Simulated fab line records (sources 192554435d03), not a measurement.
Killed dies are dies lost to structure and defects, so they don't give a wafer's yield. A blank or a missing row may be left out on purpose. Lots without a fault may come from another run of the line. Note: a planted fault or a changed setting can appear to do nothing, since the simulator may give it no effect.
Split-lot trial	flow n5-finfet	21 wafers read across 7 lots, on a route 1938 steps long

## ON THE SPLIT
At N5_PMOS_HMC_CHANNEL_EPI_COAT_31 (time 60 s, resist thk 66 nm), the setting spin-rpm was moved away from the recipe's 1500 rpm on 6 of the 21 wafers read, by -7.3% to +6.4%. This setting was run at the recipe's value on the other wafers.

## FROM THE SPLIT TO THE READING: what the file shows between them, 4 steps
- N5_PMOS_HMC_CHANNEL_EPI_COAT_03: resist thk 205 nm (also split here: spin-rpm)
- N5_PMOS_HMC_CHANNEL_EPI_EBR_05
- N5_PMOS_HMC_CHANNEL_EPI_SOFTBAKE_04: time 60 s
- N5_PMOS_HMC_CHANNEL_EPI_DESCUM_14: chemistry O2, time 7.9 s

## THE READING
etch.depth-nm (the simulator's own value, which no gauge read), in nm, at N5_PMOS_HMC_CHANNEL_EPI_ETCH_32 (etches BARC in N2/H2, stops on SiO2, target depth 85.8 nm, time 50.3 s). No usual value for it is given in the file. The 15 wafers here that ran the recipe average 66.19 nm, standard deviation 0.11 nm.

wafer	tool, chamber at the split	spin-rpm as run, rpm	against the recipe	etch.depth-nm, nm	against lot-mates on the recipe
L075.3	litho-track-01, 0	1391	-7.3%	68.86	+2.66
L075.4	litho-track-01, 0	1500	recipe	66.2	-
L075.5	litho-track-01, 0	1391	-7.3%	68.69	+2.49
L077.2	litho-track-01, 0	1596	+6.4%	64	-2.15
L077.3	litho-track-01, 0	1500	recipe	66.3	-
L077.4	litho-track-01, 0	1500	recipe	66	-
L080.1	litho-track-04, 0	1500	recipe	66.1	-
L080.3	litho-track-04, 0	1500	recipe	66.19	-
L080.5	litho-track-04, 0	1500	recipe	66.16	-
L081.2	litho-track-04, 0	1457	-2.9%	67.04	+0.99
L081.5	litho-track-04, 0	1457	-2.9%	66.97	+0.92
L081.6	litho-track-04, 0	1500	recipe	66.05	-
L085.2	litho-track-05, 0	1500	recipe	66.34	-
L085.4	litho-track-05, 0	1500	recipe	66.2	-
L085.6	litho-track-05, 0	1500	recipe	66.35	-
L088.1	litho-track-01, 0	1500	recipe	66.22	-
L088.5	litho-track-01, 0	1500	recipe	66.33	-
L088.6	litho-track-01, 0	1500	recipe	66.24	-
L095.1	litho-track-01, 0	1500	recipe	66.05	-
L095.3	litho-track-01, 0	1500	recipe	66.13	-
L095.6	litho-track-01, 0	1437	-4.2%	67.49	+1.40

FIT RESULTS
A straight line over all 21 wafers: etch.depth-nm changes by -0.343 nm for each +1% of spin-rpm; r = -0.99; the points scatter about the line by 0.12 nm.
The same after taking each lot's own level away (the mean of its wafers on the recipe; 21 wafers): -0.346 nm for each +1%; r = -1.00; scatter 0.075 nm.
That fit puts the effect of the largest move of spin-rpm on the reading at 2.5 nm.
Across the lots, their own levels run from 66.050 to 66.297 nm, a range of 2.3 times the standard deviation given above.
So the lot-to-lot level changes the slope little: the two slopes agree.
Check: for one of the wafers moved furthest among these (-7.3%), held out of the fit, the line's prediction against its lot-mates is +2.46 nm. Against them it came out at +2.66 nm.

## THE OTHER SPLITS THESE WAFERS WENT THROUGH
Note: prior to the reading, these wafers also went through further splits. Each is held against what the fit with the lots' levels taken away leaves over:
other split on the same wafers	wafers away from the commonest value	r with etch.depth-nm (lot level and that fit taken away)
N5_ZERO_LAYER_PECVD_02 time-s	6	-0.12
N5_PMOS_HMC_CHANNEL_EPI_COAT_03 spin-rpm	6	-0.03

## THE WHOLE CHAIN: every reading that the file lists as answering this split, in the file's order
step	what it does	reading	change (the file's fit)	r (the file's)
N5_PMOS_HMC_CHANNEL_EPI_COAT_31	time 60 s, resist thk 66 nm	BARC_of_PMOS_HMC_CHANNEL_EPI_COAT_31.thk-nm (the simulator's own value, which no gauge read)	-0.344 nm for each +1% of the setting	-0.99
N5_PMOS_HMC_CHANNEL_EPI_ETCH_32	etches BARC in N2/H2, stops on SiO2, target depth 85.8 nm, time 50.3 s	etch.depth-nm (the simulator's own value, which no gauge read)	-0.344 nm for each +1% of the setting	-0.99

## FILE'S OWN FIT
etch.depth-nm changes by -0.344 nm for each +1% of spin-rpm, r = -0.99.
